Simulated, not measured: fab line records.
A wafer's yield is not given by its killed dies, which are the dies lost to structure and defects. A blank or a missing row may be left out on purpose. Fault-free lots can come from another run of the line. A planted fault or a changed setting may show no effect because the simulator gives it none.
Chamber matching / flow n5_finfet / N5_HKMG_FIN_CMP_94 on cmp-03 has 4 sister chambers
The step polishes, stops on SiNx, t overpolish 4.7 s, target thk 43.299 nm. 22 wafers are shown with their chamber, then 11 later ones without.

## WAFERS WITH THEIR CHAMBER
wafer=L075.1; chamber=1; motor_current_A (A)=13.5; slurry_flow_ml_min=150.4
wafer=L075.2; chamber=2; motor_current_A (A)=10.5; slurry_flow_ml_min=150.4
wafer=L075.4; chamber=3; motor_current_A (A)=12.7; slurry_flow_ml_min=150.8
wafer=L077.1; chamber=0; motor_current_A (A)=14.1; slurry_flow_ml_min=150.7
wafer=L077.2; chamber=3; motor_current_A (A)=12.4; slurry_flow_ml_min=149.8
wafer=L077.6; chamber=3; motor_current_A (A)=13.2; slurry_flow_ml_min=149.7
wafer=L079.4; chamber=1; motor_current_A (A)=13.0; slurry_flow_ml_min=149.0
wafer=L079.5; chamber=3; motor_current_A (A)=12.6; slurry_flow_ml_min=150.0
wafer=L079.6; chamber=2; motor_current_A (A)=10.8; slurry_flow_ml_min=150.1
wafer=L081.2; chamber=1; motor_current_A (A)=13.2; slurry_flow_ml_min=150.3
wafer=L081.4; chamber=2; motor_current_A (A)=10.8; slurry_flow_ml_min=150.5
wafer=L081.6; chamber=3; motor_current_A (A)=11.5; slurry_flow_ml_min=150.1
wafer=L083.1; chamber=3; motor_current_A (A)=13.1; slurry_flow_ml_min=149.6
wafer=L083.2; chamber=2; motor_current_A (A)=11.1; slurry_flow_ml_min=150.2
wafer=L083.6; chamber=3; motor_current_A (A)=12.3; slurry_flow_ml_min=149.3
wafer=L088.1; chamber=2; motor_current_A (A)=11.5; slurry_flow_ml_min=149.8
wafer=L088.2; chamber=3; motor_current_A (A)=12.3; slurry_flow_ml_min=150.3
wafer=L088.3; chamber=1; motor_current_A (A)=12.9; slurry_flow_ml_min=149.3
wafer=L089.1; chamber=1; motor_current_A (A)=12.9; slurry_flow_ml_min=150.3
wafer=L089.4; chamber=2; motor_current_A (A)=11.1; slurry_flow_ml_min=149.3
wafer=L089.6; chamber=2; motor_current_A (A)=11.6; slurry_flow_ml_min=149.4
wafer=L090.1; chamber=2; motor_current_A (A)=11.6; slurry_flow_ml_min=149.2

SIGNATURES (means of the wafers above)
reading=motor_current_A; chamber 0=14.100; chamber 1=13.100; chamber 2=11.125; chamber 3=12.512; scatter within a chamber=0.437
reading=slurry_flow_ml_min; chamber 0=150.700; chamber 1=149.860; chamber 2=149.863; chamber 3=149.950; scatter within a chamber=0.531
Rule: for each reading, subtract the chamber's mean from the wafer's reading, divide by that reading's scatter and square the result; add these up over the readings and take the root, which gives the wafer's distance from the chamber. The wafer belongs to the nearest chamber; if the next one is less than 2 further off, it can't be placed. The scatter: the root of (the sum of the squares of (reading less its chamber's mean) over the shown wafers, divided by (wafers less chambers)).

## WAFERS WITHOUT THEIR CHAMBER
wafer=L090.2; motor_current_A (A)=12.9; slurry_flow_ml_min=149.3
wafer=L090.5; motor_current_A (A)=12.8; slurry_flow_ml_min=150.5
wafer=L093.1; motor_current_A (A)=14.1; slurry_flow_ml_min=148.6
wafer=L093.4; motor_current_A (A)=11.0; slurry_flow_ml_min=150.5
wafer=L093.6; motor_current_A (A)=11.2; slurry_flow_ml_min=150.7
wafer=L094.1; motor_current_A (A)=11.2; slurry_flow_ml_min=149.6
wafer=L094.2; motor_current_A (A)=13.2; slurry_flow_ml_min=150.2
wafer=L094.3; motor_current_A (A)=14.3; slurry_flow_ml_min=149.5
wafer=L097.3; motor_current_A (A)=11.1; slurry_flow_ml_min=150.5
wafer=L097.4; motor_current_A (A)=13.4; slurry_flow_ml_min=149.7
wafer=L097.6; motor_current_A (A)=11.7; slurry_flow_ml_min=150.0

## WHICH CHAMBER EACH ONE RAN IN
wafer=L090.2; from the rows above=can't be placed: 1 or 3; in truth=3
wafer=L090.5; from the rows above=can't be placed: 3 or 1 or 0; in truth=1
wafer=L093.1; from the rows above=can't be placed: 1 or 0 or 3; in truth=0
wafer=L093.4; from the rows above=2; in truth=2
wafer=L093.6; from the rows above=can't be placed: 2 or 3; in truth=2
wafer=L094.1; from the rows above=2; in truth=2
wafer=L094.2; from the rows above=can't be placed: 1 or 3 or 0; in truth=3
wafer=L094.3; from the rows above=can't be placed: 0 or 1 or 3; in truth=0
wafer=L097.3; from the rows above=2; in truth=2
wafer=L097.4; from the rows above=can't be placed: 1 or 3 or 0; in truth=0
wafer=L097.6; from the rows above=can't be placed: 2 or 3 or 1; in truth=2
3 of 11 placed correctly. From these rows, 8 cannot be placed; in 8 the true chamber is one of the candidates. 0 placed wrongly.
